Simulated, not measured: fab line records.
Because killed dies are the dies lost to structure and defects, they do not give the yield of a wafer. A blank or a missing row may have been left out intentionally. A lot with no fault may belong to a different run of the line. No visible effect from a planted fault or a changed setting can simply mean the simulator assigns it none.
Chamber matching :: flow n5_finfet :: 4 sister chambers for N5_BEOL_M9_CMP_52 on cmp-03
The step polishes, stops on SiCOH lowk, t overpolish 7 s, target thk 140 nm. 8 wafers are shown with their chamber, then 10 later ones without.

## EACH WAFER AND ITS CHAMBER
wafer: L081.3
chamber: 0
time_to_endpoint_s (s): 72
motor_current_A (A): 6.1

wafer: L079.5
chamber: 0
time_to_endpoint_s (s): 67
motor_current_A (A): 6.3

wafer: L080.5
chamber: 3
time_to_endpoint_s (s): 71
motor_current_A (A): 6.1

wafer: L084.3
chamber: 3
time_to_endpoint_s (s): 73
motor_current_A (A): 6.6

wafer: L088.5
chamber: 1
time_to_endpoint_s (s): 67
motor_current_A (A): 6.4

wafer: L088.6
chamber: 2
time_to_endpoint_s (s): 65
motor_current_A (A): 6.3

wafer: L090.4
chamber: 2
time_to_endpoint_s (s): 65
motor_current_A (A): 6.2

wafer: L090.5
chamber: 1
time_to_endpoint_s (s): 65
motor_current_A (A): 6.4

## WAFERS WHOSE CHAMBER IS MISSING
wafer: L090.6
time_to_endpoint_s (s): 67
motor_current_A (A): 6.2

wafer: L093.2
time_to_endpoint_s (s): 65
motor_current_A (A): 6.6

wafer: L093.4
time_to_endpoint_s (s): 66
motor_current_A (A): 6.1

wafer: L093.5
time_to_endpoint_s (s): 65
motor_current_A (A): 6.2

wafer: L097.3
time_to_endpoint_s (s): 71
motor_current_A (A): 6.2

wafer: L097.4
time_to_endpoint_s (s): 69
motor_current_A (A): 6.5

wafer: L097.5
time_to_endpoint_s (s): 70
motor_current_A (A): 6.1

wafer: L095.2
time_to_endpoint_s (s): 65
motor_current_A (A): 6.2

wafer: L095.5
time_to_endpoint_s (s): 66
motor_current_A (A): 6.7

wafer: L095.6
time_to_endpoint_s (s): 62
motor_current_A (A): 6.1

## WHICH CHAMBER EACH ONE RAN IN
wafer: L090.6
from the rows above: can't be placed: 2 or 1 or 0 or 3
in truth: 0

wafer: L093.2
from the rows above: can't be placed: 1 or 2 or 0
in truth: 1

wafer: L093.4
from the rows above: can't be placed: 2 or 1 or 0
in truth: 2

wafer: L093.5
from the rows above: can't be placed: 2 or 1 or 0
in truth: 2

wafer: L097.3
from the rows above: can't be placed: 0 or 3 or 1
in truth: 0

wafer: L097.4
from the rows above: can't be placed: 1 or 0 or 3 or 2
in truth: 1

wafer: L097.5
from the rows above: can't be placed: 0 or 3 or 1
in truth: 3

wafer: L095.2
from the rows above: can't be placed: 2 or 1 or 0
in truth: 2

wafer: L095.5
from the rows above: can't be placed: 1 or 2 or 0 or 3
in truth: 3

wafer: L095.6
from the rows above: can't be placed: 2 or 1
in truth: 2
0 of 10 placed correctly. These rows do not allow placing 10 (true chamber among the candidates in 10). Placed wrongly: 0.
How it was worked out, from the rows above alone: a wafer's distance from a chamber is the root of the sum, over the readings, of the square of ((its reading less the chamber's mean) divided by the reading's scatter). If the next closest chamber is less than 2 further off than the closest, the wafer can't be placed; otherwise it belongs to the closest. For every chamber, the mean is computed from those of its wafers that are shown. The scatter: take each reading less its chamber's mean, square it, sum over the shown wafers, divide by the number of wafers less the number of chambers, and take the root.
